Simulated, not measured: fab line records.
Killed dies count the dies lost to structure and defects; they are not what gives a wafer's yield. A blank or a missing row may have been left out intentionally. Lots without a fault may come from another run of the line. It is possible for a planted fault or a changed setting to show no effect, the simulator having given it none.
2 desks, one fault	flow n5Finfet	every desk sees just its own numbers, and what lay behind them comes last

TOOL OWNER'S DESK, krfScanner-02
The tool's own readings at N5_PASSIVATION_EXPOSE_27 (exposes mask PAD, defocus 0 nm): means of the sampled wafers that have a number, for each lot that ran on this tool. Marked OUT: a lot whose mean sits more than 4 standard deviations from the usual mean, which makes it out of limits; the brackets give that distance.
Columns: A = exposureDoseMJCm2 at N5_PASSIVATION_EXPOSE_27, usual 32.30; B = focusOffsetNm at N5_PASSIVATION_EXPOSE_27, usual -0.1 nm
lot	first seen here	A	B
L671	day 13 04:37	32.31	-0.4
L684	day 18 03:02	32.31	-0.7
L687	day 18 06:19	32.29	-0.3
L686	day 18 20:44	32.25	-0.7
L690	day 19 13:14	32.27	0.6
This desk's verdict: no lot among the 5 shows anything out of limits.

METROLOGY DESK
What the gauges read, lot by lot, whatever tool the lot ran on: means of the sampled wafers that have a number. Marked OUT: a lot whose mean sits more than 4 standard deviations from the usual mean, which makes it out of limits; the brackets give that distance.
Columns: A = cdNm at N5_PASSIVATION_CD_MEAS_10, usual 3000.5 nm
lot	first seen here	A
L670	day 12 22:38	3000.3
L669	day 12 22:48	3000.3
L671	day 13 03:20	2999.2
L673	day 13 20:38	3001.6
L674	day 14 19:05	3002.2
L676	day 15 03:37	3000.2
L675	day 15 03:47	3001.2
L684	day 18 00:59	2999.4
L687	day 18 04:55	2999.3
L685	day 18 07:47	3001.5
L689	day 18 09:08	3001.3
L686	day 18 18:52	3001.0
L690	day 19 11:45	2999.9
L691	day 19 12:36	3001.9
This desk's verdict: no lot among the 14 shows anything out of limits.

PUT TOGETHER
The tool owner's desk saw nothing out of limits.
At the metrology desk, nothing out of limits was observed.

WHAT THE SIMULATOR HAD INSERTED
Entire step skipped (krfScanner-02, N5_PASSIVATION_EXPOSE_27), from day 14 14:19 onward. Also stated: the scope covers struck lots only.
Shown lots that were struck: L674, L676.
